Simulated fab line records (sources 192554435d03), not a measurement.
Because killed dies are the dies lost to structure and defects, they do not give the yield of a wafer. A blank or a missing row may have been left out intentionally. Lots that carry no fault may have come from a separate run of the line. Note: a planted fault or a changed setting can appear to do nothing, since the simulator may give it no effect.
fab line records ; flow n5-finfet
[record] lots = 3; wafers = 9; last-day = 18
route steps=1938 shown BEOL_M11@1590 BEOL_M12@1602
lots untouched by any fault: they come from a run of this same line in which no faults occurred
start-h: start of the lot's first displayed wafer, in hours after the record's first day ; wait-h: hours from the lot's prior step to this one ; " repeats the value in the row above ; L1.1+2: a single row standing in for several wafers ; - value missing, or start not given ; * or withheld: withheld ; < > ~ a bound
route shown NAME@n: a module of which the file shows steps, and the number in the route of the first ; usual: the fault-free wafers' mean and standard deviation ; same: alike in all rows ; chamber/n: place in a boat ; sites: readings site by site ; _std_site: how widely they spread, as a standard deviation ; _edge_site: inner sites' mean taken away from outer sites' mean ; radius-mm: for every site, how far away it sits from the centre of the wafer ; mask NAME#n: copy n ; behind: the tool/chamber that last shaped the wafer ; hold: why the lot went on hold/how many hours it stayed there/how the hold came to an end ; device: transistor that didn't switch, given as n, p or np ; end of line: the tests these same wafers got at the end of their route ; a step given without rows: its recipe and nothing more ; killed: the dies lost at the first sort to structure and to defects; this is not the yield of the wafer ; map: per-die view of a wafer (x killed, . not killed, _ where there is no die)
set.NAME: setting as actually run; set.NAME@STEP: the setting as run at that earlier step ; model.NAME: the simulator's own value behind a step, which no gauge read
lots at some steps of the route; a table a step, a row a wafer
services: a tool's chamber out of use, with start hour (start-h, from the record's first day; less than 0 if before it), hours out, and reason
[[steps]]
[step N5_BEOL_M11_ALD_74]
[recipe] material = TaN; target-thk-a = 20; temp-c = 275; ald-precursor-family = PDMAT; ald-co-reactant = NH3; pressure-torr = 3; carrier-flow-sccm = 1500; pulse-time-s = 2; purge-time-s = 3; co-reactant-purge-time-s = 2; co-reactant-pulse-time-s = 3; ald-cycles = 40; precursor-vessel-temp-c = 75; precursor-vessel-pressure-torr = 26.25; precursor-vessel-carrier-sccm = 1000
[step N5_BEOL_M11_SURFACE_TREAT_76]
[recipe] gas = Ar; time-s = *; ion-energy-ev = *; ion-current-ma-cm2 = 0.5; pressure-mtorr = *; ar-flow-sccm = 30
[step N5_BEOL_M11_CVD_75]
[recipe] material = Co; target-thk-a = 20; temp-c = withheld; precursor = CCTBA/H2; pressure-torr = 30; time-s = 138.9
[step N5_BEOL_M11_SPUTTER_48]
[recipe] material = Cu; target-thk-a = 120; temp-c = -20; bias-v = 60; power-w = 26000; chamber-pressure-pa = 0.13; time-s = 2
[step N5_BEOL_M11_ECD_50]
[recipe] material = Cu; target-thk-a = 3180
[step N5_BEOL_M11_ANNEAL_51]
[recipe] temp-c = 225; time-s = 90; ambient = N2
[step N5_BEOL_M11_CMP_52]
[recipe] stop-on = SiCOH_lowk; t-overpolish-s = 7; down-force-psi = 1; platen-rpm = 50; clearing-platen-down-force-psi = 1.5; clearing-platen-rpm = 50; post-cmp-clean = cu-alkaline; target-thk-nm = 140; clearing-platen-pad-velocity-m-s = 0.99484; pad-velocity-m-s = 0.99484
[step N5_BEOL_M11_PRE_CLEAN_55]
[recipe] gas = NH3; time-s = 15; temp-c = withheld; rf-power-w = 300
[step N5_BEOL_M11_DEP_56]
[recipe] material = SiCN; target-thk-a = 300; temp-c = withheld; precursor = 3MS/NH3; pressure-torr = 3; rf-w = 675; time-s = 10.5
[step N5_BEOL_M12_ILD_DEP_00]
[recipe] material = SiOC; target-thk-a = 6589.2; temp-c = 350; precursor = DEMS/O2; pressure-torr = 5; rf-w = 500; time-s = 130.7
[usual] chamber-pressure-Torr = 5.000/0.011; heater-power-w = 497/96; run-length-s = 175.7/0.54; showerhead-plenum-p-Torr = 5.699/0.013; throttle-valve-pct = 11.7/0.47
lot.wafer;tool;chamber;start-h;wait-h;chamber-pressure-Torr;heater-power-w;run-length-s;showerhead-plenum-p-Torr;throttle-valve-pct;model.SiOC_of_BEOL_M12_ILD_DEP_00.thk-nm
L875.3;pecvd-03;2;303.41;0.0;5.001;590;176.2;5.727;11.2;656.8
L875.4;pecvd-03;1;303.41;0.0;4.991;368;174.9;5.701;12.3;660.2
L875.5;pecvd-03;0;303.41;0.0;4.994;324;175.6;5.698;11.1;657.4
L880.1;pecvd-03;2;346.05;0.0;4.990;653;175.6;5.715;11.4;646.2
L880.2;pecvd-03;1;346.05;0.0;4.998;437;244.8;5.711;12.5;1001
L880.6;pecvd-03;2;346.05;0.0;5.001;688;175.7;5.726;11.1;662.2
L886.3;pecvd-04;1;384.23;0.0;4.988;471;176.1;5.703;12.3;653.8
L886.5;pecvd-04;0;384.23;0.0;5.007;496;175.1;5.684;12.2;663.8
L886.6;pecvd-04;1;384.23;0.0;4.995;481;176.3;5.703;12.1;668.8
[step N5_BEOL_M12_THK_MEAS_01]
[recipe] reads = SiOC_of_BEOL_M12_ILD_DEP_00
[usual] M12_ILD_THK = 659/8.3
lot.wafer;tool;chamber;start-h;wait-h;M12_ILD_THK[nm]
L875.3;film-metro-02;-;303.54;0.1;657
L875.4;film-metro-02;-;303.54;0.1;661
L875.5;film-metro-02;-;303.54;0.1;657
L880.1;film-metro-02;-;346.23;0.1;646
L880.2;film-metro-02;-;346.23;0.1;1000
L880.6;film-metro-02;-;346.23;0.1;662
L886.3;film-metro-01;-;384.36;0.1;653
L886.5;film-metro-01;-;384.36;0.1;664
L886.6;film-metro-01;-;384.36;0.1;669
[step N5_BEOL_M12_COAT_58]
[recipe] resist = BARC; temp-c = 205; time-s = 60; spin-rpm = 1500; resist-thk-nm = 89
[step N5_BEOL_M12_COAT_04]
[recipe] spin-rpm = 1625; resist-thk-nm = 400
[step N5_BEOL_M12_EBR_06]
[recipe] solvent = PGMEA; ebr-width-mm = 1.5
[step N5_BEOL_M12_SOFTBAKE_05]
[recipe] temp-c = 130; time-s = 60
[step N5_BEOL_M12_EXPOSE_07]
[recipe] mask-id = V11; na = 0.93; source-shape = conventional; sigma-outer = 0.6; polarization = unpolarized; attpsm-phase-deg = 180; dose-mj = 32.5
[step N5_BEOL_M12_PEB_08]
[recipe] peb-temp-c = 130; peb-time-s = 90
[step N5_BEOL_M12_DEVELOP_09]
[recipe] develop-time-s = 45; rinse-liquid = diw; dry = air-spin; dev-temp-c = 21
[step N5_BEOL_M12_HARDBAKE_14]
[recipe] temp-c = 130; time-s = 120
[step N5_BEOL_M12_DESCUM_15]
[recipe] chemistry = O2; time-s = 7.9; source-power-w = 50; bias-power-w = 20; pressure-mtorr = 20; rf-frequency-hz = 2.712e+07; temp-c = 40; o2-flow-sccm = 225
[step N5_BEOL_M12_ETCH_59]
[recipe] chemistry = N2/H2; target = BARC; target-depth-a = 890; overetch-a = 267; time-s = 67.9; ion-energy-ev = 200; pressure-mtorr = 30; source-w = 840; bias-w = 150; n2-flow-sccm = 200; h2-flow-sccm = 200
[step N5_BEOL_M12_VIA_ETCH_16]
[recipe] chemistry = C4F8/O2/Ar; target = SiOC; pressure-mtorr = 30; source-w = 3000; bias-w = 700; Ar_flow_sccm = 400; C4F8_flow_sccm = 15; O2_flow_sccm = 8; he-inner-torr = 15; he-outer-torr = 30; target-depth-a = 7248; time-s = withheld; ion-energy-ev = 250; ends = cleared
[usual] chamber-pressure-mTorr = 30.001/0.03; drypump-motor-current-A = 5.7/0.5; oes-product-au = 0.70/0.042; rf-vpp-V = 665.1/2.8; showerhead-plenum-p-Torr = 3.41/0.088; throttle-valve-pct = 24.14/0.28
lot.wafer;tool;chamber;start-h;wait-h;chamber-pressure-mTorr;drypump-motor-current-A;oes-product-au;rf-vpp-V;showerhead-plenum-p-Torr;throttle-valve-pct;model.etch.depth-nm;model.coat_of_BEOL_M12_COAT_04.thk-nm
L875.3;rie-diel-06;2;304.14;0.0;30.019;5.4;0.70;661.7;3.31;24.25;656.8;129.4
L875.4;rie-diel-06;1;304.14;0.0;30.000;4.8;0.64;660.1;3.25;24.33;660.2;126
L875.5;rie-diel-06;0;304.14;0.0;30.034;6.2;0.74;661.7;3.34;24.45;657.4;125.2
L880.1;rie-diel-03;1;346.71;0.0;29.991;6.2;0.74;665.9;3.46;24.05;646.2;131.6
L880.2;rie-diel-03;2;346.71;0.0;30.040;5.6;0.80;665.8;3.45;23.93;1001;21.6
L880.6;rie-diel-03;2;346.71;0.0;29.940;5.6;0.72;666.1;3.45;23.91;662.2;121.6
L886.3;rie-diel-02;2;384.95;0.0;30.000;5.1;0.73;662.5;3.31;24.49;653.9;123.6
L886.5;rie-diel-02;2;384.95;0.0;30.034;5.1;0.73;662.3;3.31;24.50;663.8;121
L886.6;rie-diel-02;1;384.95;0.0;29.995;5.0;0.69;662.3;3.34;24.48;668.9;124.2
[step N5_BEOL_M12_STRIP_63]
[recipe] chemistry = N2/H2; power-w = 1000; temp-c = 250; h2-frac = 0.65; overash-fraction = 0.3; pressure-mtorr = 1000; n2-flow-sccm = 1750; h2-flow-sccm = 3250
[usual] chamber-pressure-mTorr = 999.8/0.94; drypump-motor-current-A = 5.6/0.36; heater-power-w = 313/13; n2-flow-sccm = 1750/5; oes-product-au = 0.694/0.004; strip-time-to-endpoint-s = 42.9/0.87
lot.wafer;tool;chamber;start-h;wait-h;chamber-pressure-mTorr;drypump-motor-current-A;heater-power-w;n2-flow-sccm;oes-product-au;rf-hours-counter-h;strip-time-to-endpoint-s
L875.3;plasma-asher-02;0;304.36;-;998.7;5.8;326;1750;0.701;-;44.2
L875.4;plasma-asher-02;1;304.36;-;999.8;5.1;314;1749;0.695;-;43.3
L875.5;plasma-asher-02;0;304.36;-;999.7;5.8;329;1746;0.698;-;43.1
L880.1;plasma-asher-02;0;346.91;-;999.7;5.8;325;1748;0.701;144;44.8
L880.2;plasma-asher-02;1;346.91;-;999.9;5.1;310;1742;0.581;144;12.1
L880.6;plasma-asher-02;0;346.91;-;1001.3;5.8;319;1746;0.694;-;42.1
L886.3;plasma-asher-02;0;385.17;-;1000.1;5.8;319;1750;0.692;-;42.7
L886.5;plasma-asher-02;1;385.17;-;999.3;5.1;313;1753;0.690;-;42.0
L886.6;plasma-asher-02;0;385.17;-;999.2;5.8;324;1751;0.695;-;42.8
[step N5_BEOL_M12_STRIP_64]
[recipe] chemistry = N2/H2; power-w = 1000; temp-c = 250; h2-frac = 0.65; overash-fraction = 0.3; pressure-mtorr = withheld; n2-flow-sccm = 1750; h2-flow-sccm = 3250
[step N5_BEOL_M12_STRIP_71]
[recipe] chemistry = post-etch-residue-remover; time-s = 60; temp-c = 25; remover-ph = withheld; remover-water-wt-pct = withheld; remover-fluoride-wt-pct = withheld
[step N5_BEOL_M12_SRD_72]
[recipe] time-s = 30; temp-c = 23; rinse-liquid = diw; dry = n2-spin; spin-rpm = 1500; dry-time-s = 30
[step N5_BEOL_M12_COAT_65]
[recipe] resist = SOC; temp-c = 250; time-s = 60; spin-rpm = 1500; resist-thk-nm = 300
[step N5_BEOL_M12_COAT_66]
[recipe] resist = SiARC; temp-c = 220; time-s = 60; spin-rpm = 1500; resist-thk-nm = 110
[step N5_BEOL_M12_COAT_22]
[recipe] spin-rpm = 2888; resist-thk-nm = 300
[step N5_BEOL_M12_EBR_24]
[recipe] solvent = PGMEA; ebr-width-mm = 1.5
[step N5_BEOL_M12_SOFTBAKE_23]
[recipe] temp-c = 130; time-s = 60
[step N5_BEOL_M12_EXPOSE_25]
[recipe] mask-id = M12; na = 0.93; source-shape = conventional; sigma-outer = 0.4; polarization = unpolarized; dose-mj = 21.8
[step N5_BEOL_M12_PEB_26]
[recipe] peb-temp-c = 130; peb-time-s = 90
[step N5_BEOL_M12_DEVELOP_27]
[recipe] develop-time-s = 45; rinse-liquid = diw; dry = air-spin; dev-temp-c = 21
[step N5_BEOL_M12_HARDBAKE_32]
[recipe] temp-c = 130; time-s = 120
[step N5_BEOL_M12_CMP_49]
[recipe] stop-on = SiOC; t-overpolish-s = 20.6; down-force-psi = 1; platen-rpm = 50; clearing-platen-down-force-psi = 1.5; clearing-platen-rpm = 50; post-cmp-clean = cu-alkaline; target-thk-nm = 320; clearing-platen-pad-velocity-m-s = 0.99484; pad-velocity-m-s = 0.99484
[usual] motor-current-A = 6.2/0.93
lot.wafer;tool;chamber;start-h;wait-h;motor-current-A;model.SiOC_of_BEOL_M12_ILD_DEP_00.thk-nm
L875.4;cmp-03;1;309.09;0.2;5.8;603.6
L875.3;cmp-03;3;309.09;0.2;6.7;600
L875.5;cmp-03;0;309.09;0.2;5.5;600.8
L880.2;cmp-03;3;351.35;0.2;6.5;941.4
L880.1;cmp-03;0;351.35;0.2;5.3;589
L880.6;cmp-03;3;351.35;0.2;6.2;602.8
L886.3;cmp-04;1;391.19;0.3;5.3;595.2
L886.5;cmp-04;2;391.19;0.3;5.4;607
L886.6;cmp-04;3;391.19;0.3;6.5;610.4
[[services]]
tool;chamber;start-h;hours;kind
cmp-04;-;289.99;2.2;pm
cmp-04;-;295.23;1.3;repair
cmp-03;-;297.84;1.4;repair
pecvd-04;-;307.35;2.8;pm
rie-diel-03;3;307.60;7.1;repair
pecvd-03;1;319.66;12.4;repair
cmp-03;-;329.41;1.3;repair
plasma-asher-02;-;332.03;3.5;repair
cmp-04;-;332.19;4.0;pm
rie-diel-02;3;335.50;4.8;repair
cmp-04;-;336.19;-;consumable-replace:conditioner
cmp-04;-;336.19;-;consumable-replace:pad
pecvd-03;0;339.32;30.1;repair
pecvd-03;1;341.31;2.1;scheduled-down
cmp-04;-;350.68;1.3;repair
rie-diel-06;2;362.62;4.0;repair
cmp-03;-;368.18;1.9;repair
plasma-asher-02;-;370.87;2.1;repair
rie-diel-03;0;379.04;8.9;repair
pecvd-03;1;383.62;-;clean
pecvd-03;1;383.62;-;consumable-replace:showerhead
pecvd-03;1;383.62;29.0;scheduled-down
pecvd-03;1;383.62;29.0;vent-cycle
[[key]]
[first-sign] step = N5_BEOL_M12_ILD_DEP_00; reading = run-length-s; direction = up; sigmas = 99+; usual = *; struck = *
[effect] step = N5_BEOL_M12_THK_MEAS_01; reading = M12_ILD_THK; direction = up; sigmas = 41; usual = 659; struck = 1000
[effect] step = N5_BEOL_M12_STRIP_63; reading = strip-time-to-endpoint-s; direction = down; sigmas = 35; usual = *; struck = *
[model-effect] step = N5_BEOL_M12_ILD_DEP_00; value = SiOC_of_BEOL_M12_ILD_DEP_00.thk-nm; without = 653.4; struck = 1001
[model-effect] step = N5_BEOL_M12_VIA_ETCH_16; value = etch.depth-nm; without = 653.4; struck = 1001
[model-effect] step = N5_BEOL_M12_CMP_49; value = SiOC_of_BEOL_M12_ILD_DEP_00.thk-nm; without = 594.2; struck = 941.4
met-at N5_BEOL_M12_ILD_DEP_00
struck-wafers L880.2
onset-between 303.41 346.05
[fault] kind = process-parameter-drift; tool = pecvd-03; chamber = -; onset-h = 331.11; steps = N5_BEOL_M12_ILD_DEP_00; channel = time-s; offset = *; shape = step; end-h = 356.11; scope = struck-wafers-only; acts-in = *; stated = *
